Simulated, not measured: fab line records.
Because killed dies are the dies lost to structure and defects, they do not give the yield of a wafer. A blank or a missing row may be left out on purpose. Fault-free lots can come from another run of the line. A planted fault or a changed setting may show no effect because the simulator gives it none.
Matching of chambers -- flow n5Finfet -- N5_HKMG_FIN_CMP_94 on cmp-01: 4 sister chambers
The step polishes, stops on SiNx, t overpolish 4.7 s, target thk 43.299 nm. 8 wafers are shown with their chamber, then 8 later ones without.

WAFERS WITH THEIR CHAMBER
wafer,chamber,motorCurrentA (A),platenRpm (rpm)
L076.4,3,13.8,50.26
L076.6,2,10.6,50.28
L088.5,0,12.3,50.36
L088.6,1,13.5,50.29
L089.2,0,13.0,50.26
L089.4,1,13.4,50.28
L089.6,3,14.0,50.26
L092.1,2,10.6,50.28

WAFERS WITH NO CHAMBER GIVEN
wafer,motorCurrentA (A),platenRpm (rpm)
L092.4,13.6,50.30
L092.6,13.3,50.22
L094.2,10.5,50.26
L094.3,12.4,50.30
L094.4,14.0,50.33
L096.2,13.5,50.30
L096.3,12.0,50.28
L096.4,13.0,50.30

THE CHAMBER EACH PASSED THROUGH
wafer,from the rows above,in truth
L092.4,can't be placed: 1 or 3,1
L092.6,can't be placed: 1 or 3 or 0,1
L094.2,2,2
L094.3,0,0
L094.4,can't be placed: 3 or 1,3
L096.2,can't be placed: 1 or 3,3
L096.3,0,0
L096.4,can't be placed: 0 or 1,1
Placed correctly: 3 of 8. Not placeable from these rows: 5 (in 5, the candidates include the true chamber). Number placed wrongly: 0.
How it was worked out, from the rows above alone: a wafer's distance from a chamber is the root of the sum, over the readings, of the square of ((its reading less the chamber's mean) divided by the reading's scatter). The wafer belongs to the nearest chamber; if the next one is less than 2 further off, it can't be placed. For every chamber, the mean is computed from those of its wafers that are shown. The scatter is the square root of a quotient: the sum, over the shown wafers, of each reading's squared deviation from its chamber's mean, divided by wafers minus chambers.
